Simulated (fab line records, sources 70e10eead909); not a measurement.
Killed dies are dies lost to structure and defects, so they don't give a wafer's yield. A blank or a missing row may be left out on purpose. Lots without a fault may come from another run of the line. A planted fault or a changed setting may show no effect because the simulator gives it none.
fab line records | flow nand_harc
record lots=6 wafers=18 last_day=32
route steps=1302 shown A_CHANNEL_HOLE_D1@483 A_CHANNEL_FILL_D1@490 END@1302
lots that met no fault: from a run of the same line without faults
start_h: hours from the record's first day to the start of the lot's first wafer shown | wait_h: hours since the lot's step before | " the same as in the row above | L1.1+2: a row that stands for several wafers | - no value, or no start given | * or withheld: withheld | < > ~ a bound
route shown NAME@n: a module of which the file shows steps, and the number in the route of the first | usual: mean/standard deviation of fault-free wafers | same: alike in all rows | chamber/n: place in a boat | sites: the reading at each site | _std_site: their standard deviation | _edge_site: outer sites' mean less inner sites' | radius_mm: how far each site lies from the wafer's centre | mask NAME#n: copy n | behind: the tool/chamber that last shaped the wafer | hold: why the lot was held/for how many hours/how that ended | device: the transistor (n, p or np) that didn't switch | end of line: the same wafers' tests at the end of the route | a step without rows: its recipe alone | killed: dies lost to structure and defects at the first sort, not the wafer's yield | map: a wafer's dies, x killed, . not, _ none there
set.NAME: the setting as run; set.NAME@STEP: as run at that earlier step | model.NAME: the simulator's own value behind a step, which no gauge read
lots at some steps of the route; a table a step, a row a wafer
services: from which hour (start_h, from the record's first day; less than 0 if before it) a tool's chamber was out of use, for how many hours, and why
## steps
# step NHARC_A_CHANNEL_HOLE_D1_ETCH_44
# recipe target_depth_a=1400 overetch_a=140 time_s=77 ion_energy_ev=100 cf4_flow_sccm=80 o2_flow_sccm=20 ar_flow_sccm=0 rf_w=300 bias_w=100 chemistry=CF4/O2
# step NHARC_A_CHANNEL_HOLE_D1_STRIP_27
# recipe o2_flow_sccm=500 ar_flow_sccm=0 bias_w=0 chemistry=O2
# usual drypump_motor_current_A=5.5/0.47 o2_flow_sccm=500.0/1.6 oes_product_au=1.002/0.0076 rf_vpp_V=57.9/0.94 showerhead_plenum_p_Torr=3.54/0.15 throttle_valve_pct=17.037/0.0092
# columns lot.wafer tool chamber start_h wait_h drypump_motor_current_A o2_flow_sccm oes_product_au rf_hours_counter_h rf_vpp_V showerhead_plenum_p_Torr throttle_valve_pct
L860.4 rie_diel-07 0 - - 5.5 501.8 0.997 9 58.5 3.58 17.020
L860.3 " 2 " " 4.8 502.3 1.013 7 58.8 3.65 17.037
L860.1 " 3 " " 5.7 498.4 1.005 9 57.8 3.63 17.046
L866.3 rie_diel-07 0 - - 5.5 502.4 0.996 15 56.8 3.57 17.015
L866.5 " 1 " " 5.3 499.0 1.014 - 58.9 3.33 17.030
L866.4 " 0 " " 5.5 503.5 1.003 - 59.0 3.57 17.036
L870.3 rie_diel-10 0 - - 5.4 496.8 1.018 32 59.0 3.65 17.018
L870.1 " 1 " " 6.5 502.8 1.009 30 57.5 3.40 17.045
L870.5 " 3 " " 6.8 496.2 1.004 - 56.6 3.67 17.020
L872.1 rie_diel-07 2 - - 4.8 498.5 1.013 4 57.1 3.64 17.041
L872.3 " 0 " " 5.5 503.3 1.006 5 58.5 3.57 17.038
L872.4 " 1 " " 5.3 498.7 1.007 5 57.5 3.32 17.038
L875.1 rie_diel-11 3 - - 6.3 500.8 1.005 37 57.0 3.36 17.033
L875.4 " 0 " " 5.4 501.1 0.995 35 58.7 3.73 17.049
L875.2 " 2 " " 6.1 499.3 1.010 38 57.3 3.28 17.052
L877.4 rie_diel-07 3 - - 5.7 498.0 1.000 9 57.8 3.63 17.040
L877.1 " 0 " " 5.5 500.0 0.994 10 58.2 3.57 17.048
L877.3 " 2 " " 4.8 502.6 1.002 9 58.0 3.64 17.026
# step NHARC_A_CHANNEL_HOLE_D1_PRECLEAN_28
# recipe time_s=* temp_c=50 bath_age_min=0 chemistry=SC1
# step NHARC_A_CHANNEL_HOLE_D1_SRD_29
# step NHARC_A_CHANNEL_HOLE_D1_CD_MEAS_30
# usual cd_nm=90.1/1.1
# columns lot.wafer tool chamber start_h wait_h cd_nm
L860.1 cd_sem-01 - 234.10 - 88.8
L860.3 " - " " 90.7
L860.4 " - " " 89.5
L866.3 cd_sem-02 - 294.35 - 90.3
L866.4 " - " " 90.2
L866.5 " - " " 89.7
L870.1 cd_sem-03 - 342.14 - 89.4
L870.3 " - " " 92.4
L870.5 " - " " 90.6
L872.1 cd_sem-02 - 360.26 - 89.6
L872.3 " - " " 90.6
L872.4 " - " " 90.2
L875.1 cd_sem-03 - 394.74 - 88.4
L875.2 " - " " 89.1
L875.4 " - " " 89.6
L877.1 cd_sem-02 - 410.65 - 90.7
L877.3 " - " " 92.6
L877.4 " - " " 90.3
# step NHARC_A_CHANNEL_HOLE_D1_XSEM_31
# recipe landing_energy_ev=35000
# usual bot_cd_nm=74.5/1.3 bow_nm=8.7/0.31 tilt_deg=0.08/0.043
# same landing_energy_ev=35000
# columns lot.wafer tool chamber start_h wait_h bot_cd_nm bow_nm tilt_deg
L860.1 xsem-01 0 234.19 0.1 73.5 8.6 0.13
L860.3 " 0 " " 74.9 8.6 0.13
L860.4 " 0 " " 74.4 8.6 0.13
L866.3 xsem-01 0 294.43 0.1 75.4 8.8 0.05
L866.4 " 0 " " 74.7 8.7 0.05
L866.5 " 0 " " 74.3 8.8 0.05
L870.1 xsem-02 0 342.23 0.1 73.5 9.0 0.06
L870.3 " 0 " " 76.5 9.1 0.06
L870.5 " 0 " " 74.8 9.1 0.06
L872.1 xsem-02 0 360.35 0.1 74.7 8.5 0.07
L872.3 " 0 " " 74.8 8.5 0.08
L872.4 " 0 " " 74.3 8.6 0.07
L875.1 xsem-02 0 394.84 0.1 72.8 8.6 0.13
L875.2 " 0 " " 73.7 8.6 0.13
L875.4 " 0 " " 74.0 8.6 0.13
L877.1 xsem-02 0 410.75 0.1 74.8 8.2 0.09
L877.3 " 0 " " 77.8 8.1 0.09
L877.4 " 0 " " 74.0 8.1 0.09
# step NHARC_A_CHANNEL_HOLE_D1_INSPECT_40
# usual raw_defect_count=71/22
# columns lot.wafer tool chamber start_h wait_h raw_defect_count
L860.1 defect_inspect-02 - 234.29 - 59
L860.3 " - " " 46
L860.4 " - " " 64
L866.3 defect_inspect-01 - 294.52 - 72
L866.4 " - " " 85
L866.5 " - " " 58
L870.1 defect_inspect-01 - 342.33 - 80
L870.3 " - " " 116
L870.5 " - " " 104
L872.1 defect_inspect-01 - 360.45 - 66
L872.3 " - " " 48
L872.4 " - " " 52
L875.1 defect_inspect-02 - 394.93 - 59
L875.2 " - " " 44
L875.4 " - " " 63
L877.1 defect_inspect-02 - 410.84 - 97
L877.3 " - " " 68
L877.4 " - " " 63
# step NHARC_A_CHANNEL_FILL_D1_PRECLEAN_00
# recipe time_s=* temp_c=50 bath_age_min=0 chemistry=SC1
# step NHARC_A_CHANNEL_FILL_D1_SRD_01
# step NHARC_A_CHANNEL_FILL_D1_ALD_02
# recipe target_thk_a=60 pulse_time_s=10 ald_cycles=60 temp_c=300 material=SiO2
# step NHARC_A_CHANNEL_FILL_D1_ALD_03
# recipe target_thk_a=60 pulse_time_s=60 ald_cycles=58 temp_c=630 pressure_torr=2 material=SiNx
# usual ald_cycles=58/0 precursor_pulse_height_rel=1.002/0.02
# columns lot.wafer tool chamber start_h wait_h ald_cycles precursor_pulse_height_rel
L860.1 ald_sin_batch-03 0 - - 58 0.972
L860.3 " 0 " " 58 0.987
L860.4 " 0 " " 58 0.981
L866.3 ald_sin_batch-02 0 - - 58 1.023
L866.4 " 0 " " 58 0.985
L866.5 " 0 " " 58 1.004
L870.1 ald_sin_batch-03 0 - - 58 0.974
L870.3 " 0 " " 58 0.994
L870.5 " 0 " " 58 0.987
L872.1 ald_sin_batch-02 0 - - 58 1.038
L872.3 " 0 " " 58 1.014
L872.4 " 0 " " 58 1.031
L875.1 ald_sin_batch-01 0 - - 58 1.014
L875.2 " 0 " " 58 1.003
L875.4 " 0 " " 58 1.019
L877.1 ald_sin_batch-03 0 - - 58 0.974
L877.3 " 0 " " 58 0.999
L877.4 " 0 " " 58 0.987
# step NHARC_A_CHANNEL_FILL_D1_ALD_14
# recipe target_thk_a=25 pulse_time_s=10 ald_cycles=25 temp_c=300 material=SiO2
# usual ald_cycles=25/0 heater_power_w=467/51 precursor_pulse_height_rel=1.000/0.019
# columns lot.wafer tool chamber start_h wait_h ald_cycles heater_power_w precursor_pulse_height_rel
L860.4 ald_hk-03 1 241.49 0.0 25 505 1.019
L860.1 " 2 " " 25 479 0.992
L860.3 " 0 " " 25 561 1.022
L866.4 ald_hk-03 3 299.47 0.1 25 588 1.008
L866.3 " 0 " " 25 555 1.004
L866.5 " 1 " " 25 513 1.016
L870.3 ald_hk-03 2 349.54 0.1 25 485 1.014
L870.1 " 0 " " 25 554 1.024
L870.5 " 2 " " 25 490 0.991
L872.3 ald_hk-04 2 367.63 0.0 25 504 1.000
L872.4 " 3 " " 25 466 1.016
L872.1 " 0 " " 25 462 0.984
L875.1 ald_hk-04 3 402.26 0.1 25 460 1.021
L875.4 " 0 " " 25 469 1.000
L875.2 " 1 " " 25 414 0.988
L877.3 ald_hk-04 3 418.09 0.0 25 461 0.994
L877.4 " 0 " " 25 469 1.028
L877.1 " 2 " " 25 499 1.020
# step NHARC_A_CHANNEL_FILL_D1_ALD_15
# recipe target_thk_a=20 pulse_time_s=60 ald_cycles=19 temp_c=630 pressure_torr=2 material=SiNx
# usual ald_cycles=19/0 precursor_pulse_height_rel=1.000/0.02
# columns lot.wafer tool chamber start_h wait_h ald_cycles precursor_pulse_height_rel
L860.1 ald_sin_batch-02 0 244.60 - 19 1.015
L860.3 " 0 " " 19 0.988
L860.4 " 0 " " 19 1.004
L866.3 ald_sin_batch-01 0 302.51 - 19 1.011
L866.4 " 0 " " 19 1.004
L866.5 " 0 " " 19 0.997
L870.1 ald_sin_batch-01 0 352.63 - 17 0.997
L870.3 " 0 " " 17 0.979
L870.5 " 0 " " 17 0.993
L872.1 ald_sin_batch-01 0 370.75 - 17 1.015
L872.3 " 0 " " 17 1.002
L872.4 " 0 " " 17 1.000
L875.1 ald_sin_batch-02 0 405.34 - 19 1.017
L875.2 " 0 " " 19 1.027
L875.4 " 0 " " 19 0.987
L877.1 ald_sin_batch-03 0 421.21 - 19 1.010
L877.3 " 0 " " 19 1.017
L877.4 " 0 " " 19 1.020
# step NHARC_A_CHANNEL_FILL_D1_ALD_16
# recipe target_thk_a=15 pulse_time_s=10 ald_cycles=15 temp_c=300 material=SiO2
# usual ald_cycles=15/0 heater_power_w=463/55 precursor_pulse_height_rel=1.001/0.023
# columns lot.wafer tool chamber start_h wait_h ald_cycles heater_power_w precursor_pulse_height_rel
L860.3 ald_hk-02 1 246.68 0.1 15 450 1.018
L860.1 " 2 " " 15 465 0.993
L860.4 " 3 " " 15 392 0.962
L866.3 ald_hk-03 0 304.58 0.0 15 540 1.022
L866.4 " 1 " " 15 508 0.979
L866.5 " 0 " " 15 564 0.982
L870.1 ald_hk-03 3 354.67 0.0 15 588 1.037
L870.3 " 2 " " 15 484 1.010
L870.5 " 0 " " 15 555 1.003
L872.1 ald_hk-02 0 372.81 0.0 15 399 0.986
L872.4 " 2 " " 15 467 0.988
L872.3 " 3 " " 15 395 0.971
L875.2 ald_hk-03 2 407.43 0.0 15 459 0.991
L875.4 " 3 " " 15 545 1.068
L875.1 " 0 " " 15 511 1.006
L877.3 ald_hk-02 0 423.26 0.0 15 394 1.043
L877.4 " 1 " " 15 465 0.990
L877.1 " 3 " " 15 396 1.007
# step NHARC_END_SORT_01
# recipe temp_c=25
# usual killed_at_array=55/12 killed_at_other=1.0/1.2 killed_at_periphery=3.9/2.6 killed_dies=60/12 killed_open=3.3/1.9 killed_short=2.5/1.8
# same gross_dies=677
# columns lot.wafer tool chamber start_h wait_h killed_at_array killed_at_other killed_at_periphery killed_dies killed_open killed_short
L870.1 prober-01 0 724.08 2.5 75 2 2 79 4 1
L870.3 prober-01 0 725.66 3.1 74 0 1 75 4 5
L870.5 prober-01 0 727.24 3.7 77 1 3 81 4 6
# killed by level:class
L870.1 A_SLIT:chamber_film_flake=33 A_CHANNEL_HOLE_D1:chamber_film_flake=29 A_CONTACT:chamber_film_flake=3 A_ONON_D1:geometric_particle:open=2 A_BLC:chamber_film_flake=2 THIN_TSV:chamber_film_flake=2 P_GATE:geometric_particle:open=1 A_CHANNEL_FILL_D2:geometric_particle:open=1
L870.3 A_SLIT:chamber_film_flake=34 A_CHANNEL_HOLE_D1:chamber_film_flake=26 A_CHANNEL_FILL_D2:geometric_particle:short=2 A_SGD_CUT:geometric_particle:short=2 A_STAIRCASE:chamber_film_flake=2 A_WL_FILL:chamber_film_flake=2 A_BLC:chamber_film_flake=2 P_GATE:geometric_particle:open=1
L870.5 A_SLIT:chamber_film_flake=32 A_CHANNEL_HOLE_D1:chamber_film_flake=29 P_M0:geometric_particle:short=2 A_CHANNEL_FILL_D2:chamber_film_flake=2 A_WL_FILL:chamber_film_flake=2 A_BLC:chamber_film_flake=2 A_ONON_D1:geometric_particle:open=1 A_CHANNEL_FILL_D1:geometric_particle:open=1
## services
# columns tool chamber start_h hours kind
rie_diel-11 - 213.28 0.3 repair
ald_hk-03 - 215.67 10.0 pm
ald_hk-03 0 215.67 10.0 vent_cycle
ald_hk-03 1 215.67 10.0 vent_cycle
ald_hk-03 2 215.67 10.0 vent_cycle
ald_hk-03 3 215.67 10.0 vent_cycle
xsem-01 - 225.60 2.7 repair
ald_hk-03 0 225.67 - clean
ald_hk-03 1 225.67 - clean
rie_diel-07 0 235.14 9.8 repair
rie_diel-10 - 244.83 9.0 pm
ald_hk-04 - 255.73 10.0 pm
rie_diel-11 - 257.42 9.0 pm
rie_diel-07 3 264.80 9.4 repair
ald_sin_batch-02 - 266.00 26.0 pm
rie_diel-07 3 276.96 22.8 repair
rie_diel-10 0 286.93 1.3 repair
rie_diel-07 - 294.20 9.0 pm
ald_hk-04 - 305.45 0.3 repair
rie_diel-07 - 338.27 0.5 repair
xsem-01 - 345.20 3.6 repair
xsem-01 - 374.00 14.0 pm
rie_diel-10 1 384.00 18.2 repair
rie_diel-10 - 421.83 9.0 pm
## key
first_sign step=NHARC_A_CHANNEL_FILL_D1_ALD_15 reading=ald_cycles direction=down sigmas=99+ usual=19 struck=17
effect none on later readings
met_at NHARC_A_CHANNEL_FILL_D1_ALD_15
struck_wafers L870.1,L870.3,L870.5,L872.1,L872.3,L872.4
tester_left_out L870,L872
onset_between 302.51 352.63
fault kind=process_parameter_drift tool=ald_sin_batch-01 chamber=- onset_h=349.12 steps=NHARC_A_CHANNEL_FILL_D1_ALD_15 channel=ald_cycles offset=-2 shape=step end_h=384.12 acts_in=these_recipes_only stated=19
# tester_left_out: of these lots the tester's yield and bins aren't shown, on N5 and GAA mostly nor the transistor test; their killed dies are dies lost to structure and defects alone, not to doping, threshold or leakage, so they don't give the yield
